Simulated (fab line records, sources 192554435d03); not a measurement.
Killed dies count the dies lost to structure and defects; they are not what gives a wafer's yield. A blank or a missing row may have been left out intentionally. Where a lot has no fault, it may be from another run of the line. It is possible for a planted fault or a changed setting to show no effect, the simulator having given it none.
Matching of chambers ; flow n5 finfet ; N5_HKMG_FIN_ALD_21 on ald metal-04: 4 sister chambers
The step deposits TiN, target thk 1.5 nm, pulse time 1 s, purge time 3 s. 8 wafers are shown with their chamber, then 10 later ones without.

== WAFERS PAIRED WITH THEIR CHAMBERS ==
wafer;chamber;heater power w (W);susceptor temp C (C)
L084.5;3;922;399.66
L086.3;2;876;400.14
L086.4;0;830;399.92
L087.2;0;837;400.11
L087.3;1;900;399.89
L087.5;3;932;399.97
L088.1;1;934;399.58
L088.4;2;872;399.97

== WAFERS MISSING THEIR CHAMBER ==
wafer;heater power w (W);susceptor temp C (C)
L088.5;927;399.81
L091.3;839;400.08
L091.4;872;399.78
L091.6;930;399.60
L094.1;853;400.05
L094.5;913;400.25
L094.6;876;400.13
L096.1;825;400.00
L096.5;899;399.66
L096.6;909;399.87

== WHICH CHAMBER EACH WENT THROUGH ==
wafer;from the rows above;in truth
L088.5;can't be placed: 3 or 1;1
L091.3;0;0
L091.4;can't be placed: 2 or 0 or 1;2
L091.6;can't be placed: 3 or 1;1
L094.1;can't be placed: 0 or 2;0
L094.5;can't be placed: 3 or 1 or 2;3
L094.6;2;2
L096.1;0;0
L096.5;can't be placed: 1 or 3 or 2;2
L096.6;can't be placed: 1 or 3 or 2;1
Correct placement for 3 of the 10. Unplaceable from these rows: 7, with the true chamber sitting among the candidates in 7. Number placed wrongly: 0.
How it was worked out, from the rows above alone: a wafer's distance from a chamber is the root of the sum, over the readings, of the square of ((its reading less the chamber's mean) divided by the reading's scatter). If the next closest chamber is less than 2 further off than the closest, the wafer can't be placed; otherwise it belongs to the closest. The mean given for a chamber averages the wafers shown for that chamber. How the scatter is found: for the shown wafers, subtract from each reading the mean of its chamber, square and add these, divide the total by (wafers less chambers), then take the root.
